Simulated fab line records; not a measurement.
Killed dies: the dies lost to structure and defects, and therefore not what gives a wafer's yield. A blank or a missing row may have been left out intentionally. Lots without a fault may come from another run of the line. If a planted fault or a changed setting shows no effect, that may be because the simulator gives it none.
fab line records | flow n5-finfet
record: lots: 9 wafers: 25 last-day: 17
route steps=1938 shown MOL_CONTACT_COAG@530 BEOL_M4@1111 PASSIVATION@1936
lots with no fault: from the same line, run without faults
start-h: start of the lot's first displayed wafer, in hours after the record's first day | wait-h: hours elapsed since this lot's preceding step | " repeats the value in the row above | L1.1+2: several wafers, shown together as one row | - either no value or no given start | * or withheld: withheld | < > ~ a bound
route shown NAME@n: a module of which the file shows steps, and the number in the route of the first | usual: mean/standard deviation of fault-free wafers | same: alike in all rows | chamber/n: place in a boat | sites: readings site by site | _std_site: standard deviation of those values | _edge_site: the outer-site mean with the inner-site mean subtracted | radius-mm: how far each site lies from the wafer's centre | mask NAME#n: copy n | behind: the last tool/chamber to shape the wafer | hold: the reason the lot was held/the length of the hold in hours/how it ended | device: which transistor (n, p or np) failed to switch | end of line: tests run on the same wafers once the route is complete | a step with no rows: only its recipe | killed: at the first sort, the dies lost to defects and structure; wafer yield is something else | map: per-die view of a wafer (x killed, . not killed, _ where there is no die)
set.NAME: the setting as run; set.NAME@STEP: as run at that earlier step | model.NAME: the simulator's own value behind a step, which no gauge read
a sample of lots followed through the steps of the route, with each step as a table and each wafer as a row
services: a tool's chamber out of use, with start hour (start-h, from the record's first day; less than 0 if before it), hours out, and reason
== steps ==
step: N5_MOL_CONTACT_COAG_ETCH_59
recipe: chemistry: N2/H2 target: underlayer target-depth-a: 130 mask-material: CAR-EUV time-s: 10.4 ion-energy-ev: 200 pressure-mtorr: 30 source-w: 840 bias-w: 150 n2-flow-sccm: 200 h2-flow-sccm: 200 ends: cleared
usual: drypump-motor-current-A: 5.8/0.45 etch-rf-on-time-s: 10.30/0.27 oes-product-au: 0.70/0.079 rf-vpp-V: 524.0/2.4 showerhead-plenum-p-Torr: 2.54/0.085 throttle-valve-pct: 17.84/0.29
columns lot.wafer tool chamber start-h wait-h drypump-motor-current-A etch-rf-on-time-s oes-product-au rf-hours-counter-h rf-vpp-V showerhead-plenum-p-Torr throttle-valve-pct
L188.2 rie-diel-03 0 87.18 0.0 5.5 10.61 0.60 220 520.3 2.41 17.82
L188.4 " 3 " " 5.6 10.33 0.73 - 528.7 2.70 17.90
L188.5 " 2 " " 5.9 10.00 0.83 - 523.8 2.49 17.64
L193.1 rie-diel-01 2 118.94 0.0 5.8 10.45 0.61 203 523.4 2.54 18.42
L193.4 " 3 " " 5.2 10.26 0.75 30 522.2 2.49 17.76
L193.6 " 3 " " 5.2 10.26 0.77 - 521.8 2.49 17.75
L194.2 rie-diel-05 1 122.67 0.0 5.5 10.34 0.65 175 523.9 2.52 18.18
L194.3 " 3 " " 5.6 10.36 0.64 169 523.6 2.54 17.96
L194.6 " 3 " " 5.5 10.23 0.64 - 522.8 2.54 17.96
L204.3 rie-diel-05 1 186.99 0.0 5.5 10.50 0.62 201 522.8 2.51 18.21
L204.4 " 3 " " 5.6 10.39 0.62 195 523.6 2.53 17.98
L204.6 " 0 " " 5.6 10.69 0.69 - 528.3 2.67 17.37
L205.1 rie-diel-03 3 192.99 0.0 5.7 10.36 0.70 102 525.6 2.68 17.95
L205.3 " 1 " " 6.8 10.04 0.79 30 523.1 2.48 17.64
L205.5 " 1 " " 6.8 10.10 0.78 - 522.8 2.48 17.63
L207.3 rie-diel-03 1 202.47 0.0 6.8 10.09 0.77 35 521.8 2.48 17.64
L207.4 " 1 " " 6.8 10.10 0.77 - 521.0 2.48 17.63
L208.1 rie-diel-05 3 213.14 0.0 5.6 10.29 0.61 203 524.6 2.52 18.00
L208.5 " 0 " " 5.5 10.65 0.68 - 528.0 2.67 17.41
L208.6 " 2 " " 6.1 10.77 0.58 - 525.2 2.63 18.18
L210.1 rie-diel-03 3 219.20 0.0 5.7 10.46 0.68 113 527.6 2.68 17.99
L210.5 " 2 " " 5.9 10.09 0.74 - 520.9 2.47 17.70
L211.2 rie-diel-01 1 226.99 0.0 5.6 9.75 0.76 49 524.9 2.58 17.57
L211.3 " 0 " " 5.1 10.14 0.69 88 522.4 2.46 17.52
L211.6 " 2 " " 5.8 10.35 0.60 - 522.2 2.52 18.50
step: N5_MOL_CONTACT_COAG_SPUTTER_143
recipe: material: Co target-thk-a: 25 temp-c: 25 chamber-pressure-pa: 0.2
usual: throttle-valve-pct: 30.5/1.5
columns lot.wafer tool chamber start-h wait-h throttle-valve-pct
L188.2 pvd-sputter-03 - 89.39 0.0 31.9
L188.4 " - " " 31.6
L188.5 " - " " 29.1
L193.1 pvd-sputter-02 - 121.61 0.0 31.5
L193.4 " - " " 32.0
L193.6 " - " " 31.7
L194.2 pvd-sputter-02 - 126.23 0.0 27.6
L194.3 " - " " 31.7
L194.6 " - " " 32.1
L204.3 pvd-sputter-03 - 189.81 0.0 29.1
L204.4 " - " " 31.6
L204.6 " - " " 31.8
L205.1 pvd-sputter-02 - 198.16 0.0 31.6
L205.3 " - " " 30.5
L205.5 " - " " 30.4
L207.3 pvd-sputter-03 - 206.13 0.0 31.9
L207.4 " - " " 29.8
L208.1 pvd-sputter-03 - 215.87 0.0 29.0
L208.5 " - " " 31.7
L208.6 " - " " 29.2
L210.1 pvd-sputter-02 - 221.69 0.0 32.2
L210.5 " - " " 31.6
L211.2 pvd-sputter-02 - 229.48 0.0 32.3
L211.3 " - " " 31.4
L211.6 " - " " 31.7
step: N5_MOL_CONTACT_COAG_ALD_27
recipe: material: SiOC target-thk-a: 170 temp-c: 400 ald-precursor-family: carbosiloxane ald-co-reactant: H2-plasma pulse-time-s: 1.5 time-s: 2720 purge-time-s: 2 co-reactant-purge-time-s: 2 ald-cycles: 340 pressure-torr: 2
usual: chamber-pressure-Torr: 2.001/0.0044 heater-power-outer-w: 545/100 heater-power-w: 901/130 precursor-pulse-height-rel: 0.999/0.018
columns lot.wafer tool chamber start-h wait-h chamber-pressure-Torr heater-power-outer-w heater-power-w precursor-pulse-height-rel
L188.2 ald-sin-02 0 93.02 0.0 1.998 547 892 1.036
L188.4 " 2 " " 1.996 481 903 0.980
L188.5 " 0 " " 2.001 536 874 1.020
L193.1 ald-sin-02 2 126.37 0.0 1.999 491 932 0.995
L193.4 " 3 " " 1.996 713 1068 1.013
L193.6 " 1 " " 1.998 446 828 0.975
L194.2 ald-sin-04 1 129.36 0.0 1.996 697 1068 1.006
L194.3 " 2 " " 2.000 408 682 1.005
L194.6 " 1 " " 1.996 680 1073 1.001
L204.3 ald-sin-04 1 192.82 0.0 1.996 719 1099 1.004
L204.4 " 2 " " 2.007 399 685 0.993
L204.6 " 0 " " 2.001 512 893 1.022
L205.1 ald-sin-02 1 201.41 0.0 1.999 448 834 1.015
L205.3 " 3 " " 2.004 685 1096 0.988
L205.5 " 3 " " 1.997 705 1061 1.009
L207.3 ald-sin-04 0 209.85 0.0 1.994 516 875 0.984
L207.4 " 2 " " 2.001 399 683 0.984
L208.1 ald-sin-03 0 219.24 0.0 1.999 615 911 0.953
L208.5 " 0 " " 1.997 638 920 1.006
L208.6 " 3 " " 2.005 486 754 0.998
L210.1 ald-sin-04 0 225.51 0.0 1.997 523 865 0.995
L210.5 " 0 " " 2.000 522 855 0.988
L211.2 ald-sin-04 1 232.86 0.1 2.001 696 1103 0.993
L211.3 " 2 " " 2.005 408 687 0.994
L211.6 " 3 " " 2.002 548 897 1.008
step: N5_MOL_CONTACT_COAG_EXPOSE_81
recipe: mask-id: VG na: 0.33 source-shape: annular sigma-inner: 0.3 sigma-outer: 0.7 polarization: unpolarized defocus-nm: 0 dose-mj: 59.5
usual: exposure-dose-mJ-cm2: 59.5/0.43
columns lot.wafer tool chamber start-h wait-h mask exposure-dose-mJ-cm2
L188.2 euv-scanner-01 0 97.61 - VG#0 60.8
L188.4 " 0 " " VG#0 60.9
L188.5 " 0 " " VG#0 60.8
L193.1 euv-scanner-02 0 129.21 - VG#0 62.1
L193.4 " 0 " " VG#0 62.1
L193.6 " 0 " " VG#0 62.1
L194.2 euv-scanner-02 0 131.98 - VG#0 64.2
L194.3 " 0 " " VG#0 64.3
L194.6 " 0 " " VG#0 64.3
L204.3 euv-scanner-02 0 196.20 - VG#0 59.4
L204.4 " 0 " " VG#0 59.4
L204.6 " 0 " " VG#0 59.4
L205.1 euv-scanner-02 0 204.01 - VG#0 59.2
L205.3 " 0 " " VG#0 59.3
L205.5 " 0 " " VG#0 59.5
L207.3 euv-scanner-02 0 212.48 - VG#0 59.3
L207.4 " 0 " " VG#0 59.3
L208.1 euv-scanner-02 0 221.84 - VG#0 59.4
L208.5 " 0 " " VG#0 59.3
L208.6 " 0 " " VG#0 59.4
L210.1 euv-scanner-02 0 228.11 - VG#0 59.2
L210.5 " 0 " " VG#0 59.3
L211.2 euv-scanner-02 0 235.50 - VG#0 59.3
L211.3 " 0 " " VG#0 59.3
L211.6 " 0 " " VG#0 59.2
step: N5_MOL_CONTACT_COAG_CD_MEAS_84
recipe: target-cd-nm: 25.1 landing-energy-ev: 500 detector: se-inlens polarity: opening
usual: cd-nm: 25.19/0.25
columns lot.wafer tool chamber start-h wait-h cd-nm
L188.2 cd-sem-01 0 97.74 - 25.54
L188.4 " 0 " " 25.39
L188.5 " 0 " " 25.38
L193.1 cd-sem-03 0 129.36 - 24.30
L193.4 " 0 " " 23.37
L193.6 " 0 " " 22.24
L194.2 cd-sem-02 0 132.11 - 22.41
L194.3 " 0 " " 16.14
L194.6 " 0 " " 19.01
L204.3 cd-sem-01 0 196.33 - 25.26
L204.4 " 0 " " 25.02
L204.6 " 0 " " 25.15
L205.1 cd-sem-02 0 204.15 - 24.84
L205.3 " 0 " " 25.00
L205.5 " 0 " " 24.99
L207.3 cd-sem-03 0 212.61 - 25.56
L207.4 " 0 " " 25.33
L208.1 cd-sem-03 0 221.98 - 24.91
L208.5 " 0 " " 25.00
L208.6 " 0 " " 25.14
L210.1 cd-sem-01 0 228.26 - 25.40
L210.5 " 0 " " 25.24
L211.2 cd-sem-01 0 235.63 - 25.10
L211.3 " 0 " " 25.34
L211.6 " 0 " " 25.15
step: N5_MOL_CONTACT_COAG_CD_MEAS_137
recipe: target-cd-nm: 16
usual: cd-nm: 16.0/0.36
columns lot.wafer tool chamber start-h wait-h cd-nm
L188.2 cd-sem-03 - 98.92 0.0 16.4
L188.4 " - " " 16.6
L188.5 " - " " 16.3
L193.1 cd-sem-02 - 130.59 0.0 14.4
L193.4 " - " " 14.6
L193.6 " - " " 12.9
L194.2 cd-sem-02 - 133.47 0.0 13.0
L194.3 " - " " 7.7
L194.6 " - " " 10.2
L204.3 cd-sem-03 - 197.78 0.0 15.9
L204.4 " - " " 16.5
L204.6 " - " " 16.0
L205.1 cd-sem-02 - 205.10 0.0 15.9
L205.3 " - " " 15.5
L205.5 " - " " 16.0
L207.3 cd-sem-01 - 213.62 0.0 16.0
L207.4 " - " " 16.2
L208.1 cd-sem-01 - 222.91 0.0 15.4
L208.5 " - " " 15.2
L208.6 " - " " 15.8
L210.1 cd-sem-02 - 229.77 0.0 16.3
L210.5 " - " " 16.1
L211.2 cd-sem-02 - 236.56 0.0 15.9
L211.3 " - " " 15.6
L211.6 " - " " 16.0
step: N5_BEOL_M4_RC_MEAS_101
usual: DIBL_N: 37.1/1.9 DIBL_P: 37.2/2.3 IOFF_N: 0.18/0.04 IOFF_P: 0.23/0.044 ION_N: 682/11 ION_P: 468/8.6 SS_N: 71.9/0.68 SS_P: 73.5/0.74 VT_N: 248/3.4 VT_P: -248/3.4
columns lot.wafer tool chamber start-h wait-h DIBL_N[mV/V] DIBL_P[mV/V] IOFF_N[nA/um] IOFF_P[nA/um] ION_N[uA/um] ION_P[uA/um] SS_N[mV/dec] SS_P[mV/dec] VT_N[mV] VT_P[mV]
L188.2 prober-01 0 170.05 0.2 38.1 37.9 0.19 0.25 676 471 71.6 73.4 248 -247
L188.4 " 0 " " 35.5 34.4 0.13 0.20 668 460 71.4 72.3 254 -250
L188.5 " 0 " " 38.4 37.7 0.19 0.25 679 465 72.1 73.3 250 -248
L204.3 prober-01 0 261.19 0.3 40.2 42.0 0.26 0.30 697 471 73.5 74.6 244 -245
L204.4 " 0 " " 37.6 39.5 0.20 0.26 687 465 72.0 74.1 246 -248
L204.6 " 0 " " 39.0 39.6 0.22 0.25 681 455 72.6 74.0 246 -247
L205.1 prober-02 0 265.64 0.0 38.1 37.8 0.16 0.21 685 469 71.9 73.6 250 -252
L205.3 " 0 " " 37.3 37.4 0.18 0.22 687 471 72.5 73.9 247 -251
L205.5 " 0 " " 37.4 37.3 0.16 0.21 676 470 72.7 72.8 251 -251
L207.3 prober-01 0 276.53 0.3 36.9 35.7 0.17 0.18 666 444 73.2 73.4 250 -256
L207.4 " 0 " " 37.8 35.7 0.19 0.19 670 452 73.0 73.2 251 -253
L208.1 prober-01 0 292.97 0.0 37.6 40.2 0.21 0.29 688 473 72.1 74.6 246 -246
L208.5 " 0 " " 37.4 39.5 0.19 0.26 681 464 71.8 74.0 247 -246
L208.6 " 0 " " 41.7 43.6 0.32 0.37 699 477 73.5 75.8 240 -244
L210.1 prober-01 0 294.81 0.0 36.3 37.3 0.19 0.26 689 471 72.2 73.4 246 -245
L210.5 " 0 " " 32.8 33.6 0.13 0.20 652 457 71.2 71.7 253 -250
L211.2 prober-02 0 297.97 0.2 36.4 36.7 0.17 0.21 672 459 71.2 73.0 248 -252
L211.3 " 0 " " 36.8 36.7 0.17 0.22 671 454 72.2 73.5 248 -250
L211.6 " 0 " " 37.0 37.2 0.18 0.23 675 460 71.9 73.8 247 -250
step: N5_PASSIVATION_PROBE_49
usual: killed_at_M0_to_M3: 32/9.7 killed_at_M4_up: 14/5.3 killed-at-contacts: 11/6 killed-at-front-end: 39/14 killed-at-other: 3.3/2.7 killed-dies: 100/17 killed-on-rim: 14/4 killed-open: 66/13 killed-short: 32/7.4
same: gross-dies: 1180 killed-at-back-side: 0
columns lot.wafer tool chamber start-h wait-h killed_at_M0_to_M3 killed_at_M4_up killed-at-contacts killed-at-front-end killed-at-other killed-dies killed-on-rim killed-open killed-short
L193.1 prober-02 - 294.63 0.0 34 12 1077 52 5 1180 152 89 41
L193.4 prober-02 - 294.78 0.2 35 9 1093 38 5 1180 152 54 38
L193.6 prober-02 - 294.88 0.3 39 15 1080 44 2 1180 152 69 40
L194.2 prober-02 - 305.18 0.1 46 16 1095 18 5 1180 152 66 32
L194.3 prober-02 - 305.23 0.1 39 27 1088 23 3 1180 152 76 32
L194.6 prober-02 - 305.38 0.3 17 14 1113 32 4 1180 152 57 20
killed by level:class
L193.1 MOL_CONTACT_COAG:area-expose=1050 MOL_CONTACT_COAG:geometric-particle:open=25 FIN_SAQP:geometric-particle:short=15 FIN_SAQP:geometric-particle:open=15 BEOL_M2:geometric-particle:open=9 BEOL_M3:geometric-particle:open=8 BEOL_M0_SAQP:geometric-particle:open=8 BEOL_M4:geometric-particle:open=7
L193.4 MOL_CONTACT_COAG:area-expose=1088 STI_FIN_REVEAL:geometric-particle:open=12 BEOL_M0_SAQP:geometric-particle:open=10 FIN_SAQP:geometric-particle:short=9 BEOL_M2:geometric-particle:open=9 BEOL_M0_SAQP:geometric-particle:short=8 GATE_CUT:geometric-particle:short=7 MOL_CONTACT_COAG:geometric-particle:open=4
L193.6 MOL_CONTACT_COAG:area-expose=1071 FIN_SAQP:geometric-particle:short=12 BEOL_M2:geometric-particle:open=12 BEOL_M0_SAQP:geometric-particle:short=10 STI_FIN_REVEAL:geometric-particle:open=9 MOL_CONTACT_COAG:geometric-particle:open=8 BEOL_M0_SAQP:geometric-particle:open=8 BEOL_M4:geometric-particle:open=7
L194.2 MOL_CONTACT_COAG:area-expose=1082 MOL_CONTACT_COAG:geometric-particle:open=11 BEOL_M2:geometric-particle:open=10 BEOL_M0_SAQP:geometric-particle:open=9 BEOL_M1:geometric-particle:open=9 STI_FIN_REVEAL:geometric-particle:open=7 BEOL_M1:geometric-particle:short=5 BEOL_M3:geometric-particle:short=4
L194.3 MOL_CONTACT_COAG:area-expose=1071 MOL_CONTACT_COAG:geometric-particle:open=14 BEOL_M3:geometric-particle:open=13 BEOL_M4:geometric-particle:open=10 BEOL_M1:geometric-particle:open=9 STI_FIN_REVEAL:geometric-particle:open=8 BEOL_M5:geometric-particle:short=5 STARTING-WAFER:geometric-particle:short=5
L194.6 MOL_CONTACT_COAG:area-expose=1102 STI_FIN_REVEAL:geometric-particle:open=11 MOL_CONTACT_COAG:geometric-particle:open=10 BEOL_M3:geometric-particle:open=6 FIN_SAQP:geometric-particle:open=5 BEOL_M4:geometric-particle:open=5 GATE_CUT:geometric-particle:short=4 BEOL_M2:geometric-particle:open=4
== services ==
columns tool chamber start-h hours kind
euv-scanner-02 - 65.09 1.0 pm
ald-sin-02 - 69.06 6.0 pm
rie-diel-05 0 77.23 7.1 repair
euv-scanner-02 - 81.86 4.6 pm
ald-sin-03 - 85.54 14.0 pm
euv-scanner-01 - 88.21 1.0 pm
ald-sin-02 - 88.84 0.5 repair
rie-diel-01 1 94.09 2.9 repair
euv-scanner-02 - 97.24 1.7 repair
euv-scanner-02 - 106.18 0.5 repair
euv-scanner-01 - 111.75 1.5 repair
euv-scanner-02 - 114.96 0.2 repair
euv-scanner-02 - 121.24 1.0 pm
rie-diel-05 0 122.16 10.0 repair
rie-diel-03 - 128.90 15.6 pm
pvd-sputter-03 - 139.16 3.7 repair
euv-scanner-01 - 144.36 1.0 pm
euv-scanner-01 - 154.20 101.9 repair
euv-scanner-02 - 167.52 0.1 repair
rie-diel-03 0 168.28 7.7 repair
rie-diel-01 - 178.16 0.7 repair
ald-sin-03 - 183.57 6.1 pm
euv-scanner-02 - 191.42 1.0 pm
rie-diel-05 1 213.01 3.8 repair
== key ==
first-sign: step: N5_MOL_CONTACT_COAG_EXPOSE_81 reading: exposure-dose-mJ-cm2 direction: up sigmas: 8.6 usual: 59.5 struck: 63.2
effect: step: N5_MOL_CONTACT_COAG_CD_MEAS_84 reading: cd-nm direction: down sigmas: 16 usual: 25.19 struck: 21.24 through: control-loop
effect: step: N5_MOL_CONTACT_COAG_CD_MEAS_137 reading: cd-nm direction: down sigmas: 11 usual: 16.0 struck: 12.2 through: control-loop
effect: step: N5_PASSIVATION_PROBE_49 reading: killed-at-contacts direction: up sigmas: 99+ usual: 11 struck: 1091
more-kills-born-at: N5_MOL_CONTACT_COAG_EXPOSE_81@euv-scanner-02: 6464
met-at N5_MOL_CONTACT_COAG_EXPOSE_81
struck-lots L193,L194
later-rows-left-out L193.1,L193.4,L193.6,L194.2,L194.3,L194.6
tester-left-out L193,L194
loop-trim: step: N5_MOL_CONTACT_COAG_EXPOSE_81 setting: dose lots: L193,L194
not-acting-at N5_MOL_CONTACT_COAG_ETCH_59,N5_MOL_CONTACT_COAG_SPUTTER_143,N5_MOL_CONTACT_COAG_ALD_27
fault: kind: process-parameter-drift tool: euv-scanner-02 chamber: - onset-h: 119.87 steps: N5_MOL_CONTACT_COAG_EXPOSE_81 channel: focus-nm offset: 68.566 spread-by-wafer: 0.3 shape: step end-h: 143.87
tester-left-out: of these lots the tester's yield and bins aren't shown, on N5 and GAA mostly nor the transistor test; their killed dies are dies lost to structure and defects alone, not to doping, threshold or leakage, so they don't give the yield
later-rows-left-out: the simulator's readings of these wafers behind a module that went badly wrong aren't trusted and aren't shown, but for the sort
loop-trim: a control loop set the setting to another value than it would have without faults
